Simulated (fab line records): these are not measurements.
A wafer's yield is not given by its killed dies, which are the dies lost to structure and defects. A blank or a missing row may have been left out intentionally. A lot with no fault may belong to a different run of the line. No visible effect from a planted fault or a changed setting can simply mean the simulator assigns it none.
Chamber matching ; flow nand_harc ; NHARC_A_BLC_CMP_25 on cmp-04 has 4 sister chambers
The step polishes, t overpolish 30 s, target thk 150 nm. 4 wafers are shown with their chamber, then 7 later ones without.

== WAFERS, EACH WITH ITS CHAMBER ==
wafer;chamber;motor_current_A (A)
L247.4;2;13.4
L249.2;3;14.7
L259.1;1;13.5
L259.3;0;12.5

== WAFERS MISSING THEIR CHAMBER ==
wafer;motor_current_A (A)
L259.6;13.9
L264.1;13.0
L264.2;12.2
L264.4;13.0
L263.1;13.3
L263.5;12.6
L263.6;13.5

== CHAMBER TAKEN BY EACH ==
wafer;from the rows above;in truth
L259.6;can't be placed: 1 or 2 or 3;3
L264.1;can't be placed: 2 or 0 or 1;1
L264.2;0;0
L264.4;can't be placed: 2 or 0 or 1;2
L263.1;can't be placed: 2 or 1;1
L263.5;0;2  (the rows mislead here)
L263.6;can't be placed: 1 or 2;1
Correctly placed: 1 of 7. Not placeable from these rows: 5 (in 5, the candidates include the true chamber). 1 placed wrongly.
How it was worked out, from the rows above alone: a wafer's distance from a chamber is the root of the sum, over the readings, of the square of ((its reading less the chamber's mean) divided by the reading's scatter). The wafer belongs to the nearest chamber; if the next one is less than 2 further off, it can't be placed. Each chamber's mean is taken over the wafers shown for it. The scatter: root of mean squared gap, hidden wafer to nearest shown wafer, with one shown wafer a chamber.
